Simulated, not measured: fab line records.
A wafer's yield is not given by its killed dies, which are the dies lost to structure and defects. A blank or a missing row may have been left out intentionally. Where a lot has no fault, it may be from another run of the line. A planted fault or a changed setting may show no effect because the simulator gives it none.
Which tool was responsible? :: flow n5_finfet :: 12 lots with 36 wafers sampled at 6 steps, on a route of 1938 steps

WHAT THE GAUGES READ, wafer by wafer
N5_FIN_SAQP_CD_MEAS_31 targets a cd of 8 nm.
lot: L075
measured: day 2 07:34
on: cd_sem-02
cd_nm (nm): 8.05 8.20 8.37

lot: L077
measured: day 2 19:52
on: cd_sem-03
cd_nm (nm): 8.00 7.97 8.30

lot: L079
measured: day 3 09:05
on: cd_sem-03
cd_nm (nm): 8.40 8.09 8.37

lot: L081
measured: day 3 20:33
on: cd_sem-03
cd_nm (nm): 8.28 8.08 7.88

lot: L083
measured: day 4 07:23
on: cd_sem-03
cd_nm (nm): 8.21 8.10 7.93

lot: L085
measured: day 4 19:43
on: cd_sem-03
cd_nm (nm): 8.18 8.51 8.05

lot: L087
measured: day 5 11:44
on: cd_sem-03
cd_nm (nm): 8.12 7.75 8.29

lot: L089
measured: day 5 20:35
on: cd_sem-03
cd_nm (nm): 7.87 7.98 8.06

lot: L091
measured: day 6 07:26
on: cd_sem-01
cd_nm (nm): 8.02 8.11 7.88

lot: L093
measured: day 6 20:16
on: cd_sem-01
cd_nm (nm): 8.15 8.06 7.99

lot: L095
measured: day 7 07:35
on: cd_sem-03
cd_nm (nm): 8.06 7.95 8.08

lot: L097
measured: day 7 20:13
on: cd_sem-03
cd_nm (nm): 7.90 8.08 8.30

TOOL THAT RAN EACH LOT (tool first, then ch and the chambers of the sampled wafers, then the start)
lot: L075
N5_PMOS_HMC_CHANNEL_EPI_CMP_21: cmp-01 ch 1,2,3, day 2 01:28
N5_FIN_SAQP_PECVD_48: pecvd-04 ch 0,2, day 2 03:03
N5_FIN_SAQP_ETCH_65: rie_si-04 ch 0,1,3, day 2 06:00
N5_FIN_SAQP_RECESS_71: vapor_etch-01 ch 0,1, day 2 06:54
N5_FIN_SAQP_SPACER2_ALD_28: ald_sin-04 ch 0,1,2, day 2 07:03

lot: L077
N5_PMOS_HMC_CHANNEL_EPI_CMP_21: cmp-03 ch 0,2,3, day 2 13:55
N5_FIN_SAQP_PECVD_48: pecvd-01 ch 0,2, day 2 15:32
N5_FIN_SAQP_ETCH_65: rie_si-06 ch 0,1,3, day 2 18:28
N5_FIN_SAQP_RECESS_71: vapor_etch-01 ch 0,1, day 2 19:11
N5_FIN_SAQP_SPACER2_ALD_28: ald_sin-01 ch 0,1,3, day 2 19:20

lot: L079
N5_PMOS_HMC_CHANNEL_EPI_CMP_21: cmp-01 ch 0,1,3, day 3 02:07
N5_FIN_SAQP_PECVD_48: pecvd-04 ch 0,1,2, day 3 03:39
N5_FIN_SAQP_ETCH_65: rie_si-06 ch 0,1,2, day 3 07:43
N5_FIN_SAQP_RECESS_71: vapor_etch-01 ch 0,1, day 3 08:26
N5_FIN_SAQP_SPACER2_ALD_28: ald_sin-01 ch 1,2,3, day 3 08:34

lot: L081
N5_PMOS_HMC_CHANNEL_EPI_CMP_21: cmp-03 ch 0,1, day 3 13:09
N5_FIN_SAQP_PECVD_48: pecvd-01 ch 0,1,2, day 3 15:32
N5_FIN_SAQP_ETCH_65: rie_si-06 ch 0,3, day 3 18:25
N5_FIN_SAQP_RECESS_71: vapor_etch-02 ch 0,1, day 3 19:08
N5_FIN_SAQP_SPACER2_ALD_28: ald_sin-04 ch 0,1,2, day 3 20:02

lot: L083
N5_PMOS_HMC_CHANNEL_EPI_CMP_21: cmp-01 ch 0,3, day 4 01:08
N5_FIN_SAQP_PECVD_48: pecvd-04 ch 0,2, day 4 02:38
N5_FIN_SAQP_ETCH_65: rie_si-04 ch 1,3, day 4 05:53
N5_FIN_SAQP_RECESS_71: vapor_etch-02 ch 0,1, day 4 06:44
N5_FIN_SAQP_SPACER2_ALD_28: ald_sin-04 ch 0,2, day 4 06:52

lot: L085
N5_PMOS_HMC_CHANNEL_EPI_CMP_21: cmp-03 ch 0,1,3, day 4 13:11
N5_FIN_SAQP_PECVD_48: pecvd-02 ch 0,1,2, day 4 14:50
N5_FIN_SAQP_ETCH_65: rie_si-05 ch 0,1,2, day 4 18:19
N5_FIN_SAQP_RECESS_71: vapor_etch-02 ch 0,1, day 4 19:02
N5_FIN_SAQP_SPACER2_ALD_28: ald_sin-04 ch 1,2,3, day 4 19:11

lot: L087
N5_PMOS_HMC_CHANNEL_EPI_CMP_21: cmp-01 ch 1,3, day 5 01:11
N5_FIN_SAQP_PECVD_48: pecvd-02 ch 0,2, day 5 06:20
N5_FIN_SAQP_ETCH_65: rie_si-05 ch 0,1,3, day 5 10:08
N5_FIN_SAQP_RECESS_71: vapor_etch-02 ch 0,1, day 5 11:03
N5_FIN_SAQP_SPACER2_ALD_28: ald_sin-02 ch 1,2, day 5 11:09

lot: L089
N5_PMOS_HMC_CHANNEL_EPI_CMP_21: cmp-01 ch 1,2,3, day 5 13:33
N5_FIN_SAQP_PECVD_48: pecvd-01 ch 1,2, day 5 14:59
N5_FIN_SAQP_ETCH_65: rie_si-05 ch 1,2, day 5 18:34
N5_FIN_SAQP_RECESS_71: vapor_etch-01 ch 0,1, day 5 19:19
N5_FIN_SAQP_SPACER2_ALD_28: ald_sin-04 ch 1,2, day 5 19:57

lot: L091
N5_PMOS_HMC_CHANNEL_EPI_CMP_21: cmp-03 ch 1,2,3, day 6 01:22
N5_FIN_SAQP_PECVD_48: pecvd-04 ch 0,2, day 6 02:58
N5_FIN_SAQP_ETCH_65: rie_si-06 ch 0,1,2, day 6 06:02
N5_FIN_SAQP_RECESS_71: vapor_etch-02 ch 0,1, day 6 06:46
N5_FIN_SAQP_SPACER2_ALD_28: ald_sin-02 ch 0,3, day 6 06:54

lot: L093
N5_PMOS_HMC_CHANNEL_EPI_CMP_21: cmp-03 ch 0,2,3, day 6 14:09
N5_FIN_SAQP_PECVD_48: pecvd-01 ch 0,1,2, day 6 15:41
N5_FIN_SAQP_ETCH_65: rie_si-04 ch 1,2, day 6 18:50
N5_FIN_SAQP_RECESS_71: vapor_etch-01 ch 0,1, day 6 19:33
N5_FIN_SAQP_SPACER2_ALD_28: ald_sin-02 ch 0,1,2, day 6 19:41

lot: L095
N5_PMOS_HMC_CHANNEL_EPI_CMP_21: cmp-02 ch 0,2,3, day 7 01:21
N5_FIN_SAQP_PECVD_48: pecvd-01 ch 0,1,2, day 7 02:57
N5_FIN_SAQP_ETCH_65: rie_si-04 ch 0,2,3, day 7 05:58
N5_FIN_SAQP_RECESS_71: vapor_etch-01 ch 0,1, day 7 06:55
N5_FIN_SAQP_SPACER2_ALD_28: ald_sin-01 ch 0,2, day 7 07:04

lot: L097
N5_PMOS_HMC_CHANNEL_EPI_CMP_21: cmp-03 ch 1,3, day 7 13:37
N5_FIN_SAQP_PECVD_48: pecvd-04 ch 1,2, day 7 15:53
N5_FIN_SAQP_ETCH_65: rie_si-04 ch 0,1,2, day 7 18:43
N5_FIN_SAQP_RECESS_71: vapor_etch-02 ch 0, day 7 19:27
N5_FIN_SAQP_SPACER2_ALD_28: ald_sin-02 ch 2,3, day 7 19:41
- N5_PMOS_HMC_CHANNEL_EPI_CMP_21: polishes SiGe30, target thk 54 nm.
- N5_FIN_SAQP_PECVD_48: deposits SiNx from SiH4/NH3/N2, target thk 25 nm, time 22.1 s.
- N5_FIN_SAQP_ETCH_65: etches SiO2 in CF4, target depth 4 nm, time 4.4 s.
- N5_FIN_SAQP_RECESS_71: chemistry HF/NH3, target SiO2, target depth 3 nm, afs cycles 1, sublimation time 60 s.
- N5_FIN_SAQP_SPACER2_ALD_28: deposits SiO2, target thk 8.1 nm, pulse time 1 s, purge time 2 s.

THE ANSWER, worked out from the rows above alone
Rule: the lots themselves supply what counts as usual. The widest of any qualifying gaps counts: lots, ordered by their means at a reading, are off when they make up no more than a third of the lots, leave a main group of 4 or more, and stand apart from it by 3 or more times the standard deviation of that group's means. A main group is skipped when, at the precision printed for the reading in the tables above, its means are all equal. Also off: a lot with no number at a reading for which 4 or more lots have one. All remaining lots with rows at the step are treated as sound.
Nothing can be told from this: no lot is off at any reading shown.

WHAT THE SIMULATOR HAD INSERTED
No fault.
